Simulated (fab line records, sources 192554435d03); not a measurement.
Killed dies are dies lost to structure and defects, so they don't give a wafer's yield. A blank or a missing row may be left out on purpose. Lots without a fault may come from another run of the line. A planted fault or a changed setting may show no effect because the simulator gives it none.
fab line records | flow n5_finfet
record lots=11 wafers=33 last_day=17
route steps=1938 shown BEOL_M3@1009 BEOL_M4@1022 PASSIVATION@1936
lots that met no fault: from a run of the same line without faults
start_h: hours from the record's first day to the start of the lot's first wafer shown | wait_h: hours since the lot's step before | " the same as in the row above | L1.1+2: a row that stands for several wafers | - no value, or no start given | * or withheld: withheld | < > ~ a bound
route shown NAME@n: a module of which the file shows steps, and the number in the route of the first | usual: mean/standard deviation of fault-free wafers | same: alike in all rows | chamber/n: place in a boat | sites: the reading at each site | _std_site: their standard deviation | _edge_site: outer sites' mean less inner sites' | radius_mm: how far each site lies from the wafer's centre | mask NAME#n: copy n | behind: the tool/chamber that last shaped the wafer | hold: why the lot was held/for how many hours/how that ended | device: the transistor (n, p or np) that didn't switch | end of line: the same wafers' tests at the end of the route | a step without rows: its recipe alone | killed: dies lost to structure and defects at the first sort, not the wafer's yield | map: a wafer's dies, x killed, . not, _ none there
set.NAME: the setting as run; set.NAME@STEP: as run at that earlier step | model.NAME: the simulator's own value behind a step, which no gauge read
steps of the route over a sample of lots; a table a step, a row a wafer
services: from which hour (start_h, from the record's first day; less than 0 if before it) a tool's chamber was out of use, for how many hours, and why
## steps
# step N5_BEOL_M3_ANNEAL_95
# recipe temp_c=400 time_s=240 ambient=vacuum
# usual heater_power_w=846/58
# columns lot.wafer tool chamber start_h wait_h heater_power_w
L453.1 pvd_sputter-02 - 175.35 0.0 900
L453.3 " - " " 781
L453.5 " - " " 852
L454.1 pvd_sputter-03 - 175.48 0.0 838
L454.4 " - " " 728
L454.6 " - " " 849
L455.3 pvd_sputter-01 - 195.05 0.0 905
L455.4 " - " " 870
L455.6 " - " " 867
L456.2 pvd_sputter-03 - 202.60 0.0 899
L456.3 " - " " 849
L456.6 " - " " 820
L458.4 pvd_sputter-02 - 204.12 0.0 773
L458.5 " - " " 855
L458.6 " - " " 938
L460.2 pvd_sputter-02 - 207.94 0.0 869
L460.4 " - " " 787
L460.5 " - " " 912
L461.1 pvd_sputter-01 - 211.69 0.0 910
L461.4 " - " " 892
L461.6 " - " " 923
L464.2 pvd_sputter-02 - 248.91 0.0 917
L464.3 " - " " 809
L464.4 " - " " 864
L467.1 pvd_sputter-01 - 258.79 0.0 930
L467.5 " - " " 769
L467.6 " - " " 878
L471.1 pvd_sputter-02 - 272.88 0.0 771
L471.3 " - " " 913
L471.4 " - " " 792
L474.3 pvd_sputter-03 - 292.69 0.0 841
L474.5 " - " " 744
L474.6 " - " " 837
# step N5_BEOL_M4_THK_MEAS_01
# recipe reads=SiOC_of_BEOL_M4_ILD_DEP_00
# usual M4_ILD_THK=79.0/1.3
# columns lot.wafer tool chamber start_h wait_h M4_ILD_THK[nm]
L453.1 film_metro-01 - 176.66 0.0 79.0
L453.3 " - " " 78.2
L453.5 " - " " 80.1
L454.1 film_metro-01 - 177.05 0.0 78.0
L454.4 " - " " 78.8
L454.6 " - " " 79.0
L455.3 film_metro-01 - 196.72 0.1 79.6
L455.4 " - " " 80.0
L455.6 " - " " 79.8
L456.2 film_metro-02 - 203.95 0.1 80.2
L456.3 " - " " 77.8
L456.6 " - " " 82.3
L458.4 film_metro-01 - 205.72 0.0 81.4
L458.5 " - " " 79.9
L458.6 " - " " 80.0
L460.2 film_metro-01 - 209.28 0.1 79.0
L460.4 " - " " 80.4
L460.5 " - " " 79.3
L461.1 film_metro-02 - 213.06 0.0 79.0
L461.4 " - " " 80.3
L461.6 " - " " 80.5
L464.2 film_metro-02 - 250.23 0.1 77.4
L464.3 " - " " 78.4
L464.4 " - " " 80.1
L467.1 film_metro-01 - 260.14 0.0 78.8
L467.5 " - " " 82.1
L467.6 " - " " 79.6
L471.1 film_metro-02 - 274.20 0.0 77.4
L471.3 " - " " 80.4
L471.4 " - " " 78.5
L474.3 film_metro-02 - 294.06 0.1 78.4
L474.5 " - " " 78.7
L474.6 " - " " 76.7
# step N5_BEOL_M4_COAT_73
# recipe resist=underlayer temp_c=205 time_s=60 spin_rpm=1500 resist_thk_nm=5
# usual exhaust_pa=44.9/0.83 spin_speed_rpm=1500.2/0.87
# columns lot.wafer tool chamber start_h wait_h exhaust_pa spin_speed_rpm
L453.1 litho_track-04 0 176.90 - 44.2 1500.8
L453.3 " 0 " " 44.9 1500.7
L453.5 " 0 " " 45.3 1500.9
L454.1 litho_track-01 0 179.48 - 44.9 1500.3
L454.4 " 0 " " 45.7 1501.1
L454.6 " 0 " " 45.8 1500.8
L455.3 litho_track-05 0 199.25 - 44.8 1502.1
L455.4 " 0 " " 44.0 1500.7
L455.6 " 0 " " 45.1 1501.2
L456.2 litho_track-04 0 204.69 - 44.4 1501.1
L456.3 " 0 " " 43.0 1500.1
L456.6 " 0 " " 44.4 1501.0
L458.4 litho_track-04 0 206.10 - 45.0 1502.0
L458.5 " 0 " " 44.5 1500.7
L458.6 " 0 " " 44.7 1500.1
L460.2 litho_track-01 0 210.33 - 45.5 1500.8
L460.4 " 0 " " 45.4 1500.2
L460.5 " 0 " " 45.8 1500.0
L461.1 litho_track-01 0 214.82 - 45.7 1500.4
L461.4 " 0 " " 44.2 1499.1
L461.6 " 0 " " 44.9 1499.5
L464.2 litho_track-01 0 251.27 - 46.6 1501.4
L464.3 " 0 " " 44.0 1499.5
L464.4 " 0 " " 46.1 1499.9
L467.1 litho_track-04 0 261.59 - 44.0 1499.4
L467.5 " 0 " " 44.1 1499.2
L467.6 " 0 " " 44.9 1499.8
L471.1 litho_track-04 0 276.11 - 43.6 1641.9
L471.3 " 0 " " 45.1 1642.0
L471.4 " 0 " " 44.4 1641.9
L474.3 litho_track-04 0 295.54 - 45.2 1641.2
L474.5 " 0 " " 45.6 1641.3
L474.6 " 0 " " 45.9 1641.0
# step N5_BEOL_M4_OVL_MEAS_12
# recipe points_per_wafer=522
# usual M4_OVL=0.2/0.6
# columns lot.wafer tool chamber start_h wait_h M4_OVL[nm]
L453.1 overlay-01 0 177.32 0.0 -0.1
L453.3 " 0 " " -0.8
L453.5 " 0 " " 0.0
L454.1 overlay-02 0 179.77 0.0 1.0
L454.4 " 0 " " 1.3
L454.6 " 0 " " 0.7
L455.3 overlay-02 0 199.68 0.0 0.4
L455.4 " 0 " " 0.0
L455.6 " 0 " " 0.5
L456.2 overlay-01 0 204.99 0.0 0.0
L456.3 " 0 " " 1.2
L456.6 " 0 " " -0.8
L458.4 overlay-02 0 206.41 0.0 -0.1
L458.5 " 0 " " -0.2
L458.6 " 0 " " -0.5
L460.2 overlay-01 0 210.63 0.0 0.2
L460.4 " 0 " " -0.3
L460.5 " 0 " " 0.2
L461.1 overlay-02 0 215.24 0.0 -0.3
L461.4 " 0 " " 0.7
L461.6 " 0 " " 1.0
L464.2 overlay-01 0 251.57 0.0 -1.1
L464.3 " 0 " " -0.5
L464.4 " 0 " " 0.2
L467.1 overlay-01 0 261.88 0.0 -0.6
L467.5 " 0 " " 0.2
L467.6 " 0 " " 0.6
L471.1 overlay-02 0 276.41 0.0 0.3
L471.3 " 0 " " 0.4
L471.4 " 0 " " -0.1
L474.3 overlay-02 0 295.97 0.0 -0.6
L474.5 " 0 " " 0.0
L474.6 " 0 " " 0.3
# step N5_BEOL_M4_RC_MEAS_101
# usual DIBL_N=36.0/2.5 DIBL_P=36.2/3 IOFF_N=0.16/0.044 IOFF_P=0.21/0.049 ION_N=671/15 ION_P=461/8.7 SS_N=71.5/0.72 SS_P=73.4/0.9 VT_N=251/4.4 VT_P=-250/4
# columns lot.wafer tool chamber start_h wait_h DIBL_N[mV/V] DIBL_P[mV/V] IOFF_N[nA/um] IOFF_P[nA/um] ION_N[uA/um] ION_P[uA/um] SS_N[mV/dec] SS_P[mV/dec] VT_N[mV] VT_P[mV]
L453.1 prober-02 0 189.25 0.6 34.6 36.4 0.13 0.19 652 449 71.9 73.2 254 -252
L453.3 " 0 " " 33.6 35.3 0.13 0.17 660 452 71.7 73.2 253 -253
L453.5 " 0 " " 33.5 35.5 0.13 0.18 652 447 72.0 73.0 254 -255
L454.1 prober-01 0 189.85 0.8 39.1 39.3 0.23 0.27 683 463 73.2 74.2 247 -246
L454.4 " 0 " " 36.2 36.5 0.17 0.23 688 468 71.3 73.4 248 -248
L454.6 " 0 " " 35.8 34.4 0.16 0.20 659 451 71.9 73.2 249 -248
L455.3 prober-02 0 206.96 0.3 32.7 34.3 0.12 0.18 656 455 70.9 72.2 252 -249
L455.4 " 0 " " 37.3 40.0 0.20 0.24 677 459 72.3 74.3 247 -249
L455.6 " 0 " " 35.7 38.5 0.16 0.24 663 461 71.7 74.3 253 -247
L456.2 prober-01 0 215.59 0.2 37.4 38.6 0.19 0.24 694 470 72.2 73.8 249 -247
L456.3 " 0 " " 38.0 39.2 0.19 0.25 670 454 72.3 73.3 250 -252
L456.6 " 0 " " 38.5 39.4 0.20 0.24 678 457 72.9 74.5 249 -251
L458.4 prober-01 0 219.58 0.5 36.4 36.8 0.15 0.20 678 464 71.5 73.5 252 -251
L458.5 " 0 " " 34.6 33.4 0.11 0.16 653 452 70.4 72.5 255 -253
L458.6 " 0 " " 35.0 35.4 0.12 0.20 669 468 71.6 72.8 255 -252
L460.2 prober-01 0 222.69 0.2 34.1 32.0 0.11 0.14 661 453 70.8 72.9 259 -259
L460.4 " 0 " " 36.0 35.3 0.13 0.16 658 450 71.4 73.9 255 -258
L460.5 " 0 " " 37.1 37.1 0.15 0.20 654 455 72.1 74.2 251 -254
L461.1 prober-01 0 233.36 0.0 34.2 34.9 0.13 0.20 657 457 71.5 72.8 252 -252
L461.4 " 0 " " 34.1 35.2 0.14 0.20 672 464 70.9 73.4 250 -248
L461.6 " 0 " " 37.7 39.4 0.21 0.29 699 482 72.3 73.4 245 -246
L464.2 prober-02 0 260.87 0.2 40.2 39.5 0.21 0.29 695 476 72.0 74.3 243 -245
L464.3 " 0 " " 38.9 37.9 0.18 0.24 676 471 72.1 73.6 247 -248
L464.4 " 0 " " 38.6 36.6 0.17 0.22 668 456 71.9 73.7 250 -250
L467.1 prober-02 0 275.70 0.0 34.1 35.5 0.13 0.21 669 466 71.0 73.4 251 -248
L467.5 " 0 " " 37.7 38.3 0.21 0.25 676 466 72.5 74.1 247 -247
L467.6 " 0 " " 34.2 35.0 0.14 0.20 667 466 71.3 73.2 249 -252
L471.1 prober-01 0 286.74 0.4 33.0 31.1 0.10 0.15 653 454 71.0 71.9 258 -255
L471.3 " 0 " " 32.5 31.6 0.10 0.15 643 447 70.5 72.3 259 -253
L471.4 " 0 " " 35.2 35.9 0.14 0.21 668 456 71.3 73.8 250 -251
L474.3 prober-01 0 308.65 0.3 40.1 40.6 0.25 0.31 689 470 73.0 74.3 245 -242
L474.5 " 0 " " 36.2 35.1 0.13 0.19 651 453 71.1 73.0 255 -252
L474.6 " 0 " " 37.9 37.6 0.19 0.25 675 463 71.8 73.6 246 -246
# step N5_PASSIVATION_PROBE_49
# usual defect_limited_yield=91.7/1.4 killed_at_M0_to_M3=31/11 killed_at_M4_up=13/4.6 killed_at_contacts=13/6.7 killed_at_front_end=39/9.6 killed_at_other=3.5/2.8 killed_dies=98/16 killed_open=64/11 killed_short=33/8.5 sort_bin_5_function=4.9/0.96 sort_bin_6_memory=3.1/0.59 sort_bin_8_speed=0.2/1.3 sort_n_pass=1080/23
# same gross_dies=1180 killed_at_back_side=0 sort_bin_4_leakage[%]=0
# columns lot.wafer tool chamber start_h wait_h defect_limited_yield[%] killed_at_M0_to_M3 killed_at_M4_up killed_at_contacts killed_at_front_end killed_at_other killed_dies killed_open killed_short sort_bin_5_function[%] sort_bin_6_memory[%] sort_bin_8_speed[%] sort_n_pass
L454.1 prober-01 - 294.73 0.0 94.2 17 9 12 28 3 69 46 23 3.4 2.1 0 1111
L454.4 prober-01 - 294.88 0.2 94.8 22 7 11 18 3 61 48 12 3.6 1.5 0 1119
L454.6 prober-01 - 294.98 0.3 90.9 16 25 22 44 0 107 56 50 5.5 3.1 0 1073
L456.2 prober-01 - 319.20 0.1 91.0 34 18 9 38 7 106 77 29 5.5 3.3 0 1074
L456.3 prober-01 - 319.25 0.1 92.2 21 7 19 41 4 92 69 23 4.6 3.1 0 1088
L456.6 prober-01 - 319.40 0.3 91.4 27 11 11 45 7 101 68 33 4.7 3.4 0 1079
L458.4 prober-02 - 326.93 0.4 90.8 31 11 7 54 5 108 67 41 5.9 3.2 0 1072
L458.5 prober-02 - 326.98 0.5 93.7 24 5 18 26 1 74 51 23 3.3 2.7 0 1106
L458.6 prober-02 - 327.03 0.5 93.1 13 16 5 44 3 81 52 28 3.6 3.1 0 1099
L460.2 prober-01 - 337.36 0.1 91.7 21 16 11 42 8 98 70 24 4.9 3.3 0 1082
L461.1 prober-02 - 339.29 0.0 91.2 41 17 6 38 2 104 64 35 5.1 3.3 0 1076
L461.4 prober-02 - 339.44 0.2 91.6 29 22 5 43 0 99 63 35 4.9 3.2 0 1081
L461.6 prober-02 - 339.54 0.3 92.1 32 12 9 38 2 93 59 33 4.2 3.4 0 1087
L464.2 prober-01 - 362.26 0.1 91.6 34 20 20 23 2 99 61 37 6.2 1.9 0 1081
L464.3 prober-01 - 362.31 0.1 93.5 20 12 19 25 1 77 53 24 4.2 2.3 0 1103
L464.4 prober-01 - 362.36 0.2 92.4 21 27 12 30 0 90 61 29 4.1 3.1 0 1090
# killed by level:class
L454.1 MOL_CONTACT_COAG:geometric_particle:open=8 FIN_SAQP:geometric_particle:short=5 GATE_CUT:geometric_particle:open=5 BEOL_M1:geometric_particle:open=5 GATE_CUT:geometric_particle:short=4 MOL_CONTACT_COAG:geometric_particle:short=4 BEOL_M0_SAQP:geometric_particle:open=4 BEOL_M0:geometric_particle:open=4
L454.4 BEOL_M2:geometric_particle:open=11 MOL_CONTACT_COAG:geometric_particle:open=9 FIN_SAQP:geometric_particle:open=4 STI_FIN_REVEAL:geometric_particle:open=4 GATE_CUT:geometric_particle:open=4 BEOL_M0:geometric_particle:open=3 BEOL_M6:geometric_particle:open=2 BEOL_M1:geometric_particle:short=2
L454.6 FIN_SAQP:geometric_particle:short=15 MOL_CONTACT_COAG:geometric_particle:open=15 GATE_CUT:geometric_particle:short=7 MOL_CONTACT_COAG:geometric_particle:short=6 BEOL_M4:geometric_particle:open=5 BEOL_M5:geometric_particle:open=5 STARTING-WAFER:geometric_particle:short=5 BEOL_M1:geometric_particle:open=4
L456.2 STI_FIN_REVEAL:geometric_particle:open=9 BEOL_M3:geometric_particle:open=9 BEOL_M4:geometric_particle:open=9 MOL_CONTACT_COAG:geometric_particle:open=8 BEOL_M1:geometric_particle:open=8 FIN_SAQP:geometric_particle:open=7 GATE_CUT:geometric_particle:short=7 DUMMY_GATE:geometric_particle:open=4
L456.3 MOL_CONTACT_COAG:geometric_particle:open=18 GATE_CUT:geometric_particle:short=9 DUMMY_GATE:geometric_particle:open=7 STI_FIN_REVEAL:geometric_particle:open=6 FIN_SAQP:geometric_particle:open=5 BEOL_M0:geometric_particle:open=5 STARTING-WAFER:geometric_particle:open=5 BEOL_M1:geometric_particle:open=4
L456.6 STI_FIN_REVEAL:geometric_particle:open=16 MOL_CONTACT_COAG:geometric_particle:open=10 BEOL_M0_SAQP:geometric_particle:open=9 BEOL_M0_SAQP:geometric_particle:short=8 GATE_CUT:geometric_particle:open=7 FIN_SAQP:geometric_particle:short=5 FIN_SAQP:geometric_particle:open=4 BEOL_M0:geometric_particle:open=4
L458.4 FIN_SAQP:geometric_particle:open=19 BEOL_M2:geometric_particle:open=11 FIN_SAQP:geometric_particle:short=8 GATE_CUT:geometric_particle:short=7 ILD0:geometric_particle:short=5 BEOL_M1:geometric_particle:open=5 STI_FIN_REVEAL:geometric_particle:open=4 MOL_CONTACT_COAG:geometric_particle:short=4
L458.5 MOL_CONTACT_COAG:geometric_particle:open=16 BEOL_M1:geometric_particle:open=6 BEOL_M3:geometric_particle:open=5 STI_FIN_REVEAL:geometric_particle:open=4 DUMMY_GATE:geometric_particle:open=4 BEOL_M0_SAQP:geometric_particle:open=4 FIN_SAQP:geometric_particle:short=3 ILD0:geometric_particle:short=3
L458.6 FIN_SAQP:geometric_particle:open=11 FIN_SAQP:geometric_particle:short=7 BEOL_M4:geometric_particle:open=7 STI_FIN_REVEAL:geometric_particle:open=7 SPACER0:geometric_particle:open=4 MOL_CONTACT_COAG:geometric_particle:open=4 BEOL_M0_SAQP:geometric_particle:open=4 BEOL_M4:geometric_particle:short=4
L460.2 MOL_CONTACT_COAG:geometric_particle:open=11 DUMMY_GATE:geometric_particle:open=9 STI_FIN_REVEAL:geometric_particle:open=6 GATE_CUT:geometric_particle:open=6 BEOL_M4:geometric_particle:open=6 FIN_SAQP:geometric_particle:short=5 BEOL_M2:geometric_particle:open=5 GATE_CUT:geometric_particle:short=4
L461.1 FIN_SAQP:geometric_particle:short=12 FIN_SAQP:geometric_particle:open=10 BEOL_M0_SAQP:geometric_particle:open=9 BEOL_M1:geometric_particle:open=9 BEOL_M4:geometric_particle:open=8 BEOL_M3:geometric_particle:open=7 BEOL_M0_SAQP:geometric_particle:short=6 FIN_CUT:area_etch=5
L461.4 BEOL_M4:geometric_particle:open=13 FIN_SAQP:geometric_particle:open=10 STARTING-WAFER:geometric_particle:short=7 BEOL_M0_SAQP:geometric_particle:short=7 DUMMY_GATE:geometric_particle:open=6 BEOL_M2:geometric_particle:open=6 GATE_CUT:geometric_particle:short=5 BEOL_M3:geometric_particle:open=5
L461.6 BEOL_M3:geometric_particle:open=16 FIN_SAQP:geometric_particle:short=9 BEOL_M2:geometric_particle:open=8 FIN_SAQP:geometric_particle:open=7 MOL_CONTACT_COAG:geometric_particle:open=6 DUMMY_GATE:geometric_particle:open=5 BEOL_M4:geometric_particle:short=5 MOL_CONTACT_COAG:geometric_particle:short=3
L464.2 MOL_CONTACT_COAG:geometric_particle:open=12 BEOL_M3:geometric_particle:open=9 MOL_CONTACT_COAG:geometric_particle:short=8 BEOL_M0_SAQP:geometric_particle:open=8 BEOL_M0_SAQP:geometric_particle:short=7 FIN_SAQP:geometric_particle:short=6 BEOL_M4:geometric_particle:open=6 STI_FIN_REVEAL:geometric_particle:open=5
L464.3 MOL_CONTACT_COAG:geometric_particle:open=14 BEOL_M2:geometric_particle:open=8 MOL_CONTACT_COAG:geometric_particle:short=5 FIN_SAQP:geometric_particle:open=4 FIN_SAQP:geometric_particle:short=4 STI_FIN_REVEAL:geometric_particle:open=4 DUMMY_GATE:geometric_particle:open=4 BEOL_M4:geometric_particle:open=4
L464.4 MOL_CONTACT_COAG:geometric_particle:open=11 BEOL_M4:geometric_particle:open=10 FIN_SAQP:geometric_particle:short=7 STI_FIN_REVEAL:geometric_particle:open=7 BEOL_M2:geometric_particle:open=7 GATE_CUT:geometric_particle:short=6 BEOL_M1:geometric_particle:open=5 FIN_SAQP:geometric_particle:open=4
## services
# columns tool chamber start_h hours kind
litho_track-01 - 220.33 - consumable_replace:filter
## key
first_sign step=N5_BEOL_M4_COAT_73 reading=spin_speed_rpm direction=up sigmas=99+ usual=* struck=*
effect none on later readings
met_at N5_BEOL_M4_COAT_73
struck_lots L471,L474
not_acting_at N5_BEOL_M3_ANNEAL_95,N5_BEOL_M4_THK_MEAS_01,N5_BEOL_M4_OVL_MEAS_12
onset_between 261.59 276.11
fault kind=process_parameter_drift tool=litho_track-04 chamber=- onset_h=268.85 steps=N5_BEOL_M4_COAT_73 channel=spin_rpm offset=* shape=step end_h=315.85 acts_in=* stated=*
